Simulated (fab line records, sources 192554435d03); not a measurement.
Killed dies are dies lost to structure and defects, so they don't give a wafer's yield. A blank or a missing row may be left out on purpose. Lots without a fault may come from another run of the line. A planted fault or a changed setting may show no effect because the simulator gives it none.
Chamber matching | flow n5_finfet | N5_SD_EPI_P_ETCH_47 on rie_diel-05: 4 sister chambers
The step etches SiOCN in CH3F/O2, target depth 25 nm. 8 wafers are shown with their chamber, then 8 later ones without.

WAFERS WITH THEIR CHAMBER
wafer  | chamber | drypump_motor_current_A (A) | rf_vpp_V (V)
L077.6 | 3       | 5.8                         | 128.6
L082.1 | 2       | 5.2                         | 131.5
L082.3 | 1       | 5.5                         | 133.2
L082.4 | 0       | 6.0                         | 125.9
L086.1 | 3       | 5.7                         | 129.1
L086.2 | 0       | 6.0                         | 126.0
L086.3 | 1       | 5.5                         | 132.5
L089.2 | 2       | 5.2                         | 132.1

WAFERS WITHOUT THEIR CHAMBER
wafer  | drypump_motor_current_A (A) | rf_vpp_V (V)
L089.3 | 5.5                         | 132.7
L089.4 | 6.0                         | 124.7
L091.3 | 6.0                         | 123.9
L091.4 | 5.2                         | 131.5
L091.6 | 5.5                         | 133.3
L096.1 | 5.2                         | 130.5
L096.2 | 5.8                         | 128.5
L096.6 | 5.5                         | 132.9

WHICH CHAMBER EACH WENT THROUGH
wafer  | from the rows above | in truth
L089.3 | 1                   | 1
L089.4 | 0                   | 0
L091.3 | 0                   | 0
L091.4 | 2                   | 2
L091.6 | 1                   | 1
L096.1 | 2                   | 2
L096.2 | 3                   | 3
L096.6 | 1                   | 1
Placed correctly: 8 of 8. Can't be placed from these rows: 0. Placed wrongly: 0.
How it was worked out, from the rows above alone: a wafer's distance from a chamber is the root of the sum, over the readings, of the square of ((its reading less the chamber's mean) divided by the reading's scatter). The wafer belongs to the nearest chamber; if the next one is less than 2 further off, it can't be placed. A chamber's mean is the mean of its shown wafers. The scatter: the root of (the sum of the squares of (reading less its chamber's mean) over the shown wafers, divided by (wafers less chambers)).
